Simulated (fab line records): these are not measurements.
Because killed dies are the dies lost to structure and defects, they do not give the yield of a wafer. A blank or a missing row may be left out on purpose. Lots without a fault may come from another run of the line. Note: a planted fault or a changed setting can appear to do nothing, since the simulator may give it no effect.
Matching of chambers + flow n5 finfet + rie diel-04 running N5_MOL_CONTACT_COAG_ETCH_106: 4 sister chambers
The step etches SOC in N2/H2, target depth 80 nm, overetch 16 nm, time 120 s. 4 wafers are shown with their chamber, then 10 later ones without.

## WAFERS, EACH WITH ITS CHAMBER
| wafer  | chamber | drypump motor current A (A) |
|--------|---------|-----------------------------|
| L083.4 | 2       | 5.7                         |
| L088.5 | 0       | 6.7                         |
| L089.4 | 1       | 5.9                         |
| L089.5 | 3       | 6.3                         |

## WAFERS WHOSE CHAMBER IS MISSING
| wafer  | drypump motor current A (A) |
|--------|-----------------------------|
| L089.6 | 6.7                         |
| L093.2 | 5.7                         |
| L093.4 | 6.2                         |
| L093.5 | 5.7                         |
| L096.1 | 5.7                         |
| L096.3 | 6.7                         |
| L096.4 | 6.7                         |
| L097.2 | 6.7                         |
| L097.5 | 6.2                         |
| L097.6 | 5.6                         |

## CHAMBER TAKEN BY EACH
| wafer  | from the rows above | in truth |
|--------|---------------------|----------|
| L089.6 | 0                   | 0        |
| L093.2 | 2                   | 2        |
| L093.4 | 3                   | 3        |
| L093.5 | 2                   | 2        |
| L096.1 | 2                   | 2        |
| L096.3 | 0                   | 0        |
| L096.4 | 0                   | 0        |
| L097.2 | 0                   | 0        |
| L097.5 | 3                   | 3        |
| L097.6 | 2                   | 2        |
Correctly placed: 10 of 10. Not placeable from these rows: 0. Wrongly placed: 0.
How it was worked out, from the rows above alone: a wafer's distance from a chamber is the root of the sum, over the readings, of the square of ((its reading less the chamber's mean) divided by the reading's scatter). If the next closest chamber is less than 2 further off than the closest, the wafer can't be placed; otherwise it belongs to the closest. A chamber's mean is the mean of its shown wafers. The scatter: root of mean squared gap, hidden wafer to nearest shown wafer, with one shown wafer a chamber.
